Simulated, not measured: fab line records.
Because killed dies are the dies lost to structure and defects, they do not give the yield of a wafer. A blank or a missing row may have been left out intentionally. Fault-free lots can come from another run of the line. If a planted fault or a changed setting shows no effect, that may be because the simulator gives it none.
The tool behind it: which one?	flow nand-harc	Sampling: 24 lots, 72 wafers, 6 of 1302 route steps

WHAT THE GAUGES SHOWED, per wafer
NHARC_A_SGD_CUT_THK_MEAS_22: measures by ellipsometry. Usual: thk-nm at 148.5 nm, with a standard deviation of 1.3.
lot	measured	on	thk-nm (nm)	flag
L074	day 19 16:05	film-metro-01	148.0 149.7 150.9	
L075	day 19 22:22	film-metro-01	149.7 147.3 146.6	
L077	day 20 15:58	film-metro-01	149.3 148.8 149.8	
L076	day 20 22:05	film-metro-01	147.5 148.6 148.0	
L078	day 20 22:05	film-metro-02	146.8 147.3 149.3	
L079	day 21 11:16	film-metro-02	148.7 148.5 147.3	
L081	day 21 22:52	film-metro-02	147.7 148.2 149.7	
L080	day 21 22:52	film-metro-01	149.6 148.1 148.8	
L082	day 22 22:04	film-metro-01	148.0 147.6 146.4	
L083	day 23 22:23	film-metro-01	148.1 148.4 146.3	
L084	day 23 22:23	film-metro-01	146.7 149.3 150.2	
L085	day 24 11:05	film-metro-01	144.9 148.8 150.7	
L086	day 25 07:33	film-metro-01	150.7 150.0 149.0	
L089	day 25 07:33	film-metro-02	147.4 149.4 148.4	
L087	day 25 11:28	film-metro-02	148.5 147.4 145.3	
L088	day 25 20:19	film-metro-01	150.2 145.6 149.6	
L090	day 26 06:52	film-metro-01	146.8 148.8 147.3	
L091	day 27 08:42	film-metro-01	148.1 147.7 148.5	
L092	day 27 08:42	film-metro-02	148.1 149.6 146.2	
L093	day 27 16:20	film-metro-01	149.9 147.1 149.6	
L095	day 27 16:21	film-metro-02	147.5 149.2 148.6	
L094	day 27 21:04	film-metro-01	147.0 148.4 148.6	
L096	day 28 11:38	film-metro-02	149.7 147.8 146.8	
L097	day 29 02:11	film-metro-01	146.9 150.7 151.2	

EACH LOT AND THE TOOL THAT RAN IT (in order: tool; ch and the chambers of the sampled wafers; start)
lot	NHARC_A_STAIRCASE_DESCUM_312	NHARC_A_STAIRCASE_ETCH_315	NHARC_A_STAIRCASE_STRIP_446	NHARC_A_STAIRCASE_CMP_152	NHARC_A_SGD_CUT_ETCH_15
L074	rie-diel-12 ch 2,3, day 17 04:17	rie-diel-12 ch 0,1,3, day 19 02:52 or earlier	plasma-asher-01 ch 0,1, day 19 02:52	cmp-01 ch 0,1,3, day 19 03:45	rie-diel-03 ch 0,2, day 19 16:05 or earlier
L075	rie-diel-13 ch 0,3, day 17 11:34	rie-diel-13 ch 0,3, day 19 12:03 or earlier	plasma-asher-02 ch 0,1, day 19 12:03	cmp-04 ch 0,1,3, day 19 12:55	rie-diel-08 ch 0,1,3, day 19 22:22 or earlier
L077	rie-diel-13 ch 1,2,3, day 18 04:31	rie-diel-13 ch 1,2,3, day 20 05:53 or earlier	plasma-asher-02 ch 0,1, day 20 05:53	cmp-04 ch 0,1,3, day 20 06:46	rie-diel-08 ch 0,2,3, day 20 15:58 or earlier
L076	rie-diel-04 ch 1,2,3, day 18 06:27	rie-diel-04 ch 1,2,3, day 20 10:43 or earlier	plasma-asher-02 ch 0,1, day 20 10:43	cmp-03 ch 1,2,3, day 20 11:37	rie-diel-08 ch 0,1,2, day 20 22:05 or earlier
L078	rie-diel-12 ch 1,2,3, day 18 13:07	rie-diel-12 ch 0,2,3, day 20 10:51 or earlier	plasma-asher-01 ch 1, day 20 10:51	cmp-04 ch 1,2,3, day 20 11:44	rie-diel-02 ch 0,2,3, day 20 22:05 or earlier
L079	rie-diel-13 ch 1,2, day 18 23:49	rie-diel-13 ch 1,2,3, day 20 22:17 or earlier	plasma-asher-01 ch 0,1, day 20 22:17	cmp-01 ch 0,1,3, day 20 23:09	rie-diel-08 ch 0,2, day 21 11:16 or earlier
L081	rie-diel-13 ch 2,3, day 19 09:46	rie-diel-13 ch 0,1, day 21 13:10 or earlier	plasma-asher-01 ch 0,1, day 21 13:10	cmp-04 ch 1,3, day 21 14:03	rie-diel-03 ch 0,2,3, day 21 22:52 or earlier
L080	rie-diel-04 ch 2,3, day 19 11:55	rie-diel-04 ch 0,1,2, day 21 13:33 or earlier	plasma-asher-01 ch 0,1, day 21 13:33	cmp-01 ch 0,1,2, day 21 14:22	rie-diel-02 ch 0,1,3, day 21 22:52 or earlier
L082	rie-diel-12 ch 2,3, day 20 05:51	rie-diel-12 ch 1,2,3, day 22 12:32 or earlier	plasma-asher-02 ch 0,1, day 22 12:32	cmp-04 ch 0,3, day 22 13:22	rie-diel-02 ch 0,3, day 22 22:04 or earlier
L083	rie-diel-13 ch 1,3, day 21 11:49	rie-diel-13 ch 0,2, day 23 12:50 or earlier	plasma-asher-01 ch 0,1, day 23 12:50	cmp-01 ch 2,3, day 23 13:42	rie-diel-03 ch 0,3, day 23 22:23 or earlier
L084	rie-diel-12 ch 0,3, day 21 12:17	rie-diel-12 ch 2,3, day 23 12:33 or earlier	plasma-asher-01 ch 0,1, day 23 12:33	cmp-04 ch 0,3, day 23 13:25	rie-diel-08 ch 0,1,2, day 23 22:23 or earlier
L085	rie-diel-13 ch 1,2,3, day 21 20:26	rie-diel-13 ch 2,3, day 24 00:52 or earlier	plasma-asher-02 ch 0,1, day 24 00:52	cmp-03 ch 0,2, day 24 01:45	rie-diel-02 ch 0,2, day 24 11:05 or earlier
L086	rie-diel-12 ch 0,2,3, day 22 09:57	rie-diel-12 ch 0,2,3, day 24 21:54 or earlier	plasma-asher-02 ch 0,1, day 24 21:54	cmp-04 ch 2,3, day 24 22:46	rie-diel-08 ch 0,1,3, day 25 07:33 or earlier
L089	rie-diel-04 ch 0,1,2, day 23 03:52	rie-diel-04 ch 0,1,3, day 24 21:53 or earlier	plasma-asher-01 ch 0,1, day 24 21:53	cmp-01 ch 2,3, day 24 22:38	rie-diel-03 ch 0,1, day 25 07:33 or earlier
L087	rie-diel-12 ch 1,2,3, day 23 05:32	rie-diel-12 ch 0,1,3, day 25 01:37 or earlier	plasma-asher-02 ch 0,1, day 25 01:37	cmp-03 ch 0,3, day 25 02:25	rie-diel-03 ch 0,2, day 25 11:28 or earlier
L088	rie-diel-12 ch 1,2,3, day 23 11:53	rie-diel-12 ch 1,2,3, day 25 10:51 or earlier	plasma-asher-01 ch 0,1, day 25 10:51	cmp-04 ch 0,1,3, day 25 11:43	rie-diel-03 ch 0,2,3, day 25 20:19 or earlier
L090	rie-diel-04 ch 0,2, day 23 22:38	rie-diel-04 ch 0,1,2, day 25 20:40 or earlier	plasma-asher-01 ch 0,1, day 25 20:40	cmp-03 ch 2,3, day 25 21:32	rie-diel-03 ch 1,2, day 26 06:52 or earlier
L091	rie-diel-13 ch 0,2,3, day 24 10:42	rie-diel-13 ch 1,2,3, day 26 22:19 or earlier	plasma-asher-02 ch 0,1, day 26 22:19	cmp-03 ch 1,2,3, day 26 23:08	rie-diel-02 ch 0,2, day 27 08:42 or earlier
L092	rie-diel-04 ch 0,2,3, day 24 17:04	rie-diel-04 ch 0,2,3, day 26 22:29 or earlier	plasma-asher-01 ch 0,1, day 26 22:29	cmp-04 ch 0,1, day 26 23:16	rie-diel-08 ch 0,1,2, day 27 08:42 or earlier
L093	rie-diel-04 ch 0,1,2, day 24 23:05	rie-diel-04 ch 0,1,3, day 27 06:47 or earlier	plasma-asher-02 ch 0, day 27 06:47	cmp-01 ch 0,1,2, day 27 07:37	rie-diel-03 ch 2,3, day 27 16:20 or earlier
L095	rie-diel-13 ch 0,2,3, day 25 08:22	rie-diel-13 ch 0,1,2, day 27 07:00 or earlier	plasma-asher-01 ch 0,1, day 27 07:00	cmp-04 ch 1,2,3, day 27 07:53	rie-diel-08 ch 1,2,3, day 27 16:21 or earlier
L094	rie-diel-12 ch 0,1,2, day 25 08:50	rie-diel-12 ch 0,2,3, day 27 10:22 or earlier	plasma-asher-02 ch 0,1, day 27 10:22	cmp-04 ch 1,2,3, day 27 11:10	rie-diel-02 ch 2,3, day 27 14:31
L096	rie-diel-13 ch 1,2,3, day 26 00:52	rie-diel-13 ch 1,2,3, day 27 22:53 or earlier	plasma-asher-02 ch 0,1, day 27 22:53	cmp-01 ch 0,1,2, day 27 23:39	rie-diel-03 ch 2,3, day 28 11:38 or earlier
L097	rie-diel-12 ch 0,2,3, day 26 18:35	rie-diel-12 ch 0,3, day 28 15:58 or earlier	plasma-asher-02 ch 0,1, day 28 15:58	cmp-01 ch 1,2, day 28 16:46	rie-diel-08 ch 2,3, day 29 02:11 or earlier
- NHARC_A_STAIRCASE_DESCUM_312: chemistry O2, time 3 s.
- NHARC_A_STAIRCASE_ETCH_315: etches the open film in C4F8/O2/Ar, target depth 2500 nm, time 607.1 s.
- NHARC_A_STAIRCASE_STRIP_446: strips in O2.
- NHARC_A_STAIRCASE_CMP_152: polishes.
- NHARC_A_SGD_CUT_ETCH_15: etches the open film in CH3F/O2, target depth 75 nm, time 64.3 s.

AS READ BY THE TOOLS THEMSELVES (means over the sampled wafers that have a number; for cases with no such wafer, the mark the record gives instead)
NHARC_A_STAIRCASE_DESCUM_312. Usual: chamber-pressure-mTorr 60.00 mTorr, standard deviation 0.049; drypump-motor-current-A 5.7 A, standard deviation 0.48; oes-product-au 1.005 a.u., standard deviation 0.016; rf-vpp-V 57.7 V, standard deviation 0.92; showerhead-plenum-p-Torr 1.89 Torr, standard deviation 0.08; throttle-valve-pct 11.311 %, standard deviation 0.0088.
lot	tool	chamber-pressure-mTorr (mTorr)	drypump-motor-current-A (A)	oes-product-au (a.u.)	rf-vpp-V (V)	showerhead-plenum-p-Torr (Torr)	throttle-valve-pct (%)	flag
L074	rie-diel-12	59.99	5.4	0.995	58.0	1.93	11.312	
L075	rie-diel-13	59.97	5.1	1.023	57.6	1.95	11.308	
L077	rie-diel-13	60.03	5.9	1.025	56.3	1.83	11.311	
L076	rie-diel-04	60.05	5.3	1.008	58.2	1.87	11.311	
L078	rie-diel-12	60.03	5.5	0.998	57.7	1.88	11.310	
L079	rie-diel-13	59.98	5.9	1.002	56.3	1.79	11.313	
L081	rie-diel-13	60.00	5.7	1.010	57.4	1.81	11.319	
L080	rie-diel-04	59.98	5.2	1.019	57.5	1.87	11.317	
L082	rie-diel-12	60.01	5.8	0.999	58.4	1.94	11.306	
L083	rie-diel-13	60.02	6.1	1.017	57.5	1.84	11.310	
L084	rie-diel-12	60.03	6.1	0.998	57.7	1.90	11.311	
L085	rie-diel-13	59.96	5.9	1.008	58.0	1.82	11.320	
L086	rie-diel-12	59.97	5.8	1.002	57.6	1.90	11.308	
L089	rie-diel-04	60.02	5.6	1.006	58.3	1.90	11.309	
L087	rie-diel-12	59.99	5.5	1.002	57.1	1.97	11.313	
L088	rie-diel-12	60.02	5.6	1.003	58.0	1.97	11.320	
L090	rie-diel-04	60.00	5.5	1.010	57.8	1.91	11.316	
L091	rie-diel-13	59.99	5.4	1.009	57.7	1.97	11.317	
L092	rie-diel-04	60.02	5.5	1.005	56.8	1.87	11.315	
L093	rie-diel-04	60.01	5.5	0.997	58.2	1.89	11.311	
L095	rie-diel-13	59.95	5.4	1.001	58.1	1.96	11.312	
L094	rie-diel-12	60.02	5.6	0.996	57.4	1.93	11.310	
L096	rie-diel-13	59.97	5.9	0.992	57.8	1.91	11.303	
L097	rie-diel-12	59.95	5.8	1.002	58.6	1.88	11.316	

NHARC_A_STAIRCASE_ETCH_315. Usual: chamber-pressure-mTorr 25.001 mTorr, standard deviation 0.022; oes-product-au 0.935 a.u., standard deviation 0.015; rf-vpp-V 1824 V, standard deviation 10.
lot	tool	chamber-pressure-mTorr (mTorr)	oes-product-au (a.u.)	rf-vpp-V (V)	flag
L074	rie-diel-12	25.003	0.928	1818	
L075	rie-diel-13	25.007	0.954	1831	
L077	rie-diel-13	24.995	0.947	1815	
L076	rie-diel-04	25.001	0.937	1820	
L078	rie-diel-12	25.008	0.921	1825	
L079	rie-diel-13	24.999	0.942	1816	
L081	rie-diel-13	25.009	0.950	1828	
L080	rie-diel-04	24.983	0.935	1826	
L082	rie-diel-12	25.022	0.944	1836	
L083	rie-diel-13	24.990	0.939	1816	
L084	rie-diel-12	24.989	0.932	1829	
L085	rie-diel-13	24.999	0.935	1812	
L086	rie-diel-12	24.993	0.923	1824	
L089	rie-diel-04	24.981	0.926	1819	
L087	rie-diel-12	25.014	0.921	1831	
L088	rie-diel-12	25.005	0.937	1833	
L090	rie-diel-04	25.035	0.923	1825	
L091	rie-diel-13	25.003	0.933	1827	
L092	rie-diel-04	24.997	0.934	1822	
L093	rie-diel-04	25.002	0.925	1819	
L095	rie-diel-13	24.995	0.925	1831	
L094	rie-diel-12	25.008	0.922	1823	
L096	rie-diel-13	25.011	0.933	1826	
L097	rie-diel-12	25.006	0.921	1824	

NHARC_A_STAIRCASE_STRIP_446. Usual: drypump-motor-current-A 5.55 A, standard deviation 0.17; heater-power-w 325 W, standard deviation 14.
lot	tool	drypump-motor-current-A (A)	heater-power-w (W)	flag
L074	plasma-asher-01	5.56	328	
L075	plasma-asher-02	5.44	320	
L077	plasma-asher-02	5.44	325	
L076	plasma-asher-02	5.44	326	
L078	plasma-asher-01	5.45	311	
L079	plasma-asher-01	5.69	332	
L081	plasma-asher-01	5.68	336	
L080	plasma-asher-01	5.69	329	
L082	plasma-asher-02	5.42	323	
L083	plasma-asher-01	5.69	325	
L084	plasma-asher-01	5.69	324	
L085	plasma-asher-02	5.45	320	
L086	plasma-asher-02	5.42	327	
L089	plasma-asher-01	5.70	323	
L087	plasma-asher-02	5.51	330	
L088	plasma-asher-01	5.70	321	
L090	plasma-asher-01	5.67	324	
L091	plasma-asher-02	5.48	326	
L092	plasma-asher-01	5.68	325	
L093	plasma-asher-02	5.56	330	
L095	plasma-asher-01	5.68	329	
L094	plasma-asher-02	5.49	322	
L096	plasma-asher-02	5.50	324	
L097	plasma-asher-02	5.50	326	

NHARC_A_STAIRCASE_CMP_152. Usual: motor-current-A 12.3 A, standard deviation 1.6; pad-life-wafers 197, standard deviation 120; retaining-ring-pressure-frac 1.000, standard deviation 0.0053.
lot	tool	motor-current-A (A)	pad-life-wafers	retaining-ring-pressure-frac	flag
L074	cmp-01	11.5	230	1.000	
L075	cmp-04	12.9	128	0.999	
L077	cmp-04	12.6	193	1.000	
L076	cmp-03	13.0	32	0.994	
L078	cmp-04	12.1	218	1.002	
L079	cmp-01	11.4	392	1.005	
L081	cmp-04	11.8	338	0.999	
L080	cmp-01	11.7	51	1.001	
L082	cmp-04	13.1	24	1.000	
L083	cmp-01	11.4	222	1.002	
L084	cmp-04	12.4	108	1.002	
L085	cmp-03	12.9	386	1.001	
L086	cmp-04	11.8	236	1.003	
L089	cmp-01	11.3	343	1.001	
L087	cmp-03	11.5	74	0.997	
L088	cmp-04	13.1	308	1.007	
L090	cmp-03	11.3	162	1.000	
L091	cmp-03	13.0	241	0.998	
L092	cmp-04	13.6	30	0.997	
L093	cmp-01	11.3	200	0.996	
L095	cmp-04	11.8	80	1.001	
L094	cmp-04	12.5	99	1.000	
L096	cmp-01	11.3	279	1.001	
L097	cmp-01	12.3	348	0.994	

NHARC_A_SGD_CUT_ETCH_15. Usual: ch3f-flow-sccm 50.00 sccm, standard deviation 0.14; chamber-pressure-mTorr 25.002 mTorr, standard deviation 0.024; drypump-motor-current-A 5.58 A, standard deviation 0.29; oes-product-au 0.963 a.u., standard deviation 0.021; rf-vpp-V 263.4 V, standard deviation 1.5; showerhead-plenum-p-Torr 2.42 Torr, standard deviation 0.086; throttle-valve-pct 20.664 %, standard deviation 0.0088.
lot	tool	ch3f-flow-sccm (sccm)	chamber-pressure-mTorr (mTorr)	drypump-motor-current-A (A)	oes-product-au (a.u.)	rf-vpp-V (V)	showerhead-plenum-p-Torr (Torr)	throttle-valve-pct (%)	flag
L074	rie-diel-03	49.86	25.015	5.58	0.922	263.7	2.47	20.663	
L075	rie-diel-08	49.91	25.003	5.64	0.972	262.6	2.36	20.672	
L077	rie-diel-08	49.99	25.009	5.75	0.968	263.3	2.41	20.656	
L076	rie-diel-08	49.96	25.003	5.48	0.953	262.9	2.39	20.661	
L078	rie-diel-02	49.96	25.018	5.48	0.980	263.1	2.38	20.664	
L079	rie-diel-08	49.97	25.003	5.58	0.977	263.5	2.44	20.660	
L081	rie-diel-03	49.94	24.990	5.49	0.943	264.2	2.46	20.674	
L080	rie-diel-02	49.96	24.975	5.32	0.976	263.5	2.45	20.656	
L082	rie-diel-02	50.03	24.994	5.20	0.986	261.4	2.37	20.671	
L083	rie-diel-03	49.96	25.007	5.36	0.947	265.0	2.54	20.661	
L084	rie-diel-08	50.17	24.999	5.48	0.975	263.0	2.39	20.659	
L085	rie-diel-02	49.99	25.015	5.61	0.975	262.0	2.33	20.670	
L086	rie-diel-08	50.07	25.000	5.63	0.925	262.6	2.36	20.665	
L089	rie-diel-03	50.15	25.007	5.59	0.967	264.4	2.50	20.667	
L087	rie-diel-03	49.83	25.025	5.59	0.964	263.9	2.47	20.655	
L088	rie-diel-03	50.14	25.007	5.48	0.918	263.3	2.46	20.665	
L090	rie-diel-03	49.99	25.019	5.70	0.971	262.7	2.42	20.665	
L091	rie-diel-02	49.93	25.020	5.63	0.975	262.5	2.33	20.655	
L092	rie-diel-08	50.18	24.984	5.51	0.971	263.1	2.39	20.666	
L093	rie-diel-03	49.99	24.988	5.60	0.967	263.0	2.38	20.655	
L095	rie-diel-08	49.86	24.991	5.77	0.959	263.5	2.39	20.668	
L094	rie-diel-02	49.97	25.006	5.55	0.985	263.3	2.44	20.656	
L096	rie-diel-03	50.01	24.982	5.46	0.969	262.8	2.38	20.661	
L097	rie-diel-08	50.05	25.007	5.88	0.955	263.2	2.44	20.655	

THE ANSWER, worked out from the rows above alone
Rule: take the mean of a lot's wafers that have a number; if it is more than 3 standard deviations from the usual mean, the lot is off. A lot without any number at a reading at which 4 lots or more have one is off too. Where the step has rows for the other lots, those lots are counted as sound. Order of review: gauges by route order, followed by the tools' own readings, for which a lot's mean as printed above is used. At the first step where some lot is off, the reading lying furthest off is the one used; lots without a number count as furthest.
No lot is off on any of the readings shown, so nothing can be concluded from this.

WHAT WAS PUT IN BY THE SIMULATOR
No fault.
